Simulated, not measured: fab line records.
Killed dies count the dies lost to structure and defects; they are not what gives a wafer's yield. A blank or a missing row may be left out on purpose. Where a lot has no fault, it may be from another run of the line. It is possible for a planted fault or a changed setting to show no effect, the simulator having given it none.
A struck lot beside a sound one :: flow n5_finfet :: 38 steps out of a route of 1938
Sound: these wafers, L712.2, L712.3, L712.4. Struck: wafer L716.2; the same lot's L716.4 was not struck, so it is left out; see the end for the cause.
Per side, at each step with rows, come the tool, then ch with its chambers, and then its first start. Under that, the readings that differ: sound wafers :: struck wafers :: difference of the means :: sigmas: that difference in standard deviations of wafers without a fault.
alike: readings with means less than 2 such deviations apart, plus words and numbers identical on both sides. not compared: withheld readings, readings lacking a value on some wafer, bounds such as >300 that could conceal the same value, and numbers that have no deviation in the record and whose values overlap.
Wherever a step has rows on one side only, a row that says differs or no value, or a row with sigmas, the two part there. When numbers do not overlap yet have no deviation, they are printed without sigmas and do not part them. Lack of a reading on every wafer of one side parts them only where that side has two or more wafers.

first, 10 steps without rows for these wafers: N5_PMOS_HMC_CHANNEL_EPI_PRECLEAN_37 (cleans in O3/DIW, time 45 s); N5_PMOS_HMC_CHANNEL_EPI_PRECLEAN_24 (cleans in DHF, time 30 s); N5_PMOS_HMC_CHANNEL_EPI_SRD_25 (time 30 s); N5_PMOS_HMC_CHANNEL_EPI_EPI_26 (deposits Si from SiH4/H2, target thk 3.8 nm, time 22.7 s); N5_FIN_SAQP_PRECLEAN_42 (cleans in O3/DIW, time 60 s); N5_FIN_SAQP_PRECLEAN_00 (cleans in SC1, time 60 s); N5_FIN_SAQP_PRECLEAN_44 (cleans in SC2, time 45 s); N5_FIN_SAQP_SRD_01 (time 30 s); N5_FIN_SAQP_ALD_61 (deposits SiO2, target thk 4 nm, pulse time 1 s, purge time 2 s); N5_FIN_SAQP_DENSIFY_62 (time 60 s).
N5_FIN_SAQP_HM_DEP_03: deposits SiNx from SiH4/NH3/N2, target thk 38 nm, time 33.6 s.
  sound on pecvd-01 ch 0,1,2, day 4 08:51; struck on pecvd-03 ch 2, day 5 08:53
reading: model.SiNx_of_FIN_SAQP_HM_DEP_03.thk_nm (nm)
sound: 38.04 37.92 38.64
struck: 38.87
difference: +0.67
sigmas: 
  alike: chamber_pressure_Torr, heater_power_w, showerhead_plenum_p_Torr, throttle_valve_pct
then, 24 steps without rows for these wafers: N5_FIN_SAQP_PECVD_47 (deposits a-Si from SiH4/He, target thk 45 nm, time 36.3 s); N5_FIN_SAQP_PECVD_48 (deposits SiNx from SiH4/NH3/N2, target thk 25 nm, time 22.1 s); N5_FIN_SAQP_PECVD_06 (deposits a-Si from SiH4/He, target thk 60 nm, time 48.1 s); N5_FIN_SAQP_HM_DEP_72 (deposits SiO2 from SiH4/N2O, target thk 12 nm, time 7.2 s); N5_FIN_SAQP_COAT_49 (time 60 s, resist thk 100 nm); N5_FIN_SAQP_COAT_50 (time 60 s, resist thk 35 nm); N5_FIN_SAQP_COAT_10 (resist thk 90 nm); N5_FIN_SAQP_EBR_12; N5_FIN_SAQP_SOFTBAKE_11 (time 60 s); N5_FIN_SAQP_EXPOSE_13 (exposes mask FIN CORE, target cd 35.6 nm); N5_FIN_SAQP_PEB_14 (peb time 60 s); N5_FIN_SAQP_DEVELOP_15 (develop time 30 s); N5_FIN_SAQP_DESCUM_21 (chemistry O2, time 7.9 s); N5_FIN_SAQP_ETCH_51 (etches SiARC in CF4, target depth 45.5 nm, time 75.8 s); N5_FIN_SAQP_ETCH_52 (etches SOC in N2/H2, target depth 100 nm, overetch 20 nm, time 150 s); N5_FIN_SAQP_STRIP_53 (strips in N2/H2); N5_FIN_SAQP_HM_OPEN_73 (chemistry CHF3/O2, target SiO2, stops on a-Si, target depth 12 nm, time 16.8 s); N5_FIN_SAQP_STRIP_74 (strips in CHF3/O2); N5_FIN_SAQP_MANDREL_ETCH_22 (etches a-Si in HBr/Cl2, stops on SiNx, target depth 60 nm, bt time 10 s, time 30 s); N5_FIN_SAQP_STRIP_55 (strips in N2/H2); N5_FIN_SAQP_STRIP_23 (strips in SPM, time 750 s); N5_FIN_SAQP_SRD_66 (time 30 s); N5_FIN_SAQP_RECESS_75 (chemistry HF/NH3, target SiO2, target depth 14.4 nm, afs cycles 3, sublimation time 60 s); N5_FIN_SAQP_SPACER1_ALD_24 (deposits SiO2, target thk 20.3 nm, pulse time 1 s, purge time 2 s).
N5_FIN_SAQP_HM_OPEN_33: chemistry CH3F/O2, target SiNx, target depth 49.4 nm, time 70.6 s.
  sound on rie_diel-03 ch 0,2,3, day 4 15:15; struck on rie_diel-05 ch 1, day 5 13:47
reading: rf_hours_counter_h (h)
sound: 73 193 30
struck: 227
difference: +128
sigmas: 

reading: model.etch.depth_nm (nm)
sound: 37.32 37.24 38.01
struck: 38.24
difference: +0.72
sigmas: 
  alike: drypump_motor_current_A, etch_rf_on_time_s, oes_ar_750_au, oes_product_au, rf_vpp_V, showerhead_plenum_p_Torr, throttle_valve_pct
N5_STI_FIN_REVEAL_RECESS_09: chemistry HF/NH3, target SiO2, afs cycles 11, target depth 42.5 nm, sublimation time 60 s.
  sound on vapor_etch-01 ch 0,1, day 5 00:03; struck on vapor_etch-02 ch 0, day 5 21:42
reading: drypump_motor_current_A (A)
sound: 4.7 5.5 4.7
struck: 5.8
difference: +0.8
sigmas: +2

reading: model.SiNx_of_FIN_SAQP_HM_DEP_03.thk_nm (nm)
sound: 18 17.8 18.8
struck: 19.2
difference: +1.0
sigmas: 
-- the record jumps here: 6 days lie between the struck wafers' starts before and after (it left off in module STI_FIN_REVEAL and takes up again in module BEOL_M4, whose first step shown is number 1111 of the route) --
N5_BEOL_M4_RC_MEAS_101:
  sound on prober-02 ch 0, day 10 17:31; struck on prober-02 ch 0, day 11 18:56
reading: DIBL_P (mV/V)
sound: 34.0 35.2 33.4
struck: 38.0
difference: +3.8
sigmas: +2
  alike: DIBL_N, IOFF_N, IOFF_P, ION_N, ION_P, SS_N, SS_P, VT_N, VT_P

WHERE THEY PART
Earliest at N5_STI_FIN_REVEAL_RECESS_09; latest, in this record, at N5_BEOL_M4_RC_MEAS_101.

WHY: whatever the simulator had introduced
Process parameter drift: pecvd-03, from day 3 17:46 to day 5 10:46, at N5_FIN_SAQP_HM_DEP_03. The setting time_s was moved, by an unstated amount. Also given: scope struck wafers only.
